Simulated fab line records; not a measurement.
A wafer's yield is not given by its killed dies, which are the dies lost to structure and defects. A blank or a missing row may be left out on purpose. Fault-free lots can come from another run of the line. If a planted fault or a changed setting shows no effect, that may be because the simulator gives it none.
Matching of chambers | flow n5Finfet | 3 sister chambers for N5_BEOL_M5_PECVD_70 on pecvd-01
The step deposits SiO2 from TEOS/O2, target thk 16 nm, time 18 s. 6 wafers are shown with their chamber, then 7 later ones without.

== WAFERS, EACH WITH ITS CHAMBER ==
wafer  | chamber | throttleValvePct (%) | heaterPowerW (W)
L080.2 | 0       | 21.7                 | 820
L085.4 | 1       | 23.2                 | 785
L085.5 | 2       | 21.2                 | 597
L085.6 | 0       | 21.5                 | 960
L087.1 | 1       | 23.1                 | 711
L087.2 | 2       | 21.2                 | 702

== WAFERS WHOSE CHAMBER IS MISSING ==
wafer  | throttleValvePct (%) | heaterPowerW (W)
L087.3 | 21.3                 | 996
L093.1 | 23.1                 | 690
L093.4 | 23.2                 | 686
L093.6 | 21.2                 | 676
L095.3 | 23.2                 | 866
L095.5 | 23.1                 | 868
L095.6 | 21.4                 | 653

== THE CHAMBER EACH PASSED THROUGH ==
wafer  | from the rows above     | in truth
L087.3 | can't be placed: 0 or 2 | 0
L093.1 | 1                       | 1
L093.4 | 1                       | 1
L093.6 | 2                       | 2
L095.3 | 1                       | 1
L095.5 | 1                       | 1
L095.6 | can't be placed: 2 or 0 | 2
Correct placement for 5 of the 7. Unplaceable from these rows: 2, with the true chamber sitting among the candidates in 2. 0 placed wrongly.
How it was worked out, from the rows above alone: a wafer's distance from a chamber is the root of the sum, over the readings, of the square of ((its reading less the chamber's mean) divided by the reading's scatter). The wafer belongs to the nearest chamber; if the next one is less than 2 further off, it can't be placed. The mean given for a chamber averages the wafers shown for that chamber. The scatter: the root of (the sum of the squares of (reading less its chamber's mean) over the shown wafers, divided by (wafers less chambers)).
